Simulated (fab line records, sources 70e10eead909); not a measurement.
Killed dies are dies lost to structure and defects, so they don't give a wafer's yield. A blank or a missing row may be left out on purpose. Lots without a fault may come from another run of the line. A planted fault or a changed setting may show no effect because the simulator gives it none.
Which tool did it? | flow nand_harc | 6 lots, 18 wafers sampled, at 1 step of a route of 1302

WHAT THE GAUGES READ, wafer by wafer
NHARC_A_CONTACT_OVL_MEAS_09.
lot  | measured     | on         | overlay_x_nm (nm)
L936 | day 22 20:43 | overlay-01 | -1.5 -1.3 -1.0
L939 | day 24 14:52 | overlay-01 | -0.1 0.0 -0.5
L940 | day 25 20:40 | overlay-02 | -0.8 0.4 -0.3
L954 | day 30 01:03 | overlay-01 | -0.2 -1.1 -0.9
L956 | day 31 06:55 | overlay-01 | -0.2 0.1 -0.3
L957 | day 31 22:53 | overlay-02 | -2.0 -2.6 -1.9

WHICH TOOL RAN EACH LOT (tool, then ch and the chambers of the sampled wafers, then the start)
The record holds no process step before these readings.

THE ANSWER, worked out from the rows above alone
Rule: what is usual is taken from the lots themselves. Put in order of their means at a reading, lots are off if they are a third of the lots or fewer, leave a main group of 4 or more, and stand apart from it by a gap of 3 or more times the standard deviation of the main group's means; of several such gaps the widest counts. A main group whose means are all the same, to the digits that the tables above print for the reading, isn't used. A lot without any number at a reading at which 4 lots or more have one is off too. The other lots that the step has rows for count as sound.
No lot is off at any reading shown: from this, nothing can be told.

WHAT THE SIMULATOR HAD PUT IN
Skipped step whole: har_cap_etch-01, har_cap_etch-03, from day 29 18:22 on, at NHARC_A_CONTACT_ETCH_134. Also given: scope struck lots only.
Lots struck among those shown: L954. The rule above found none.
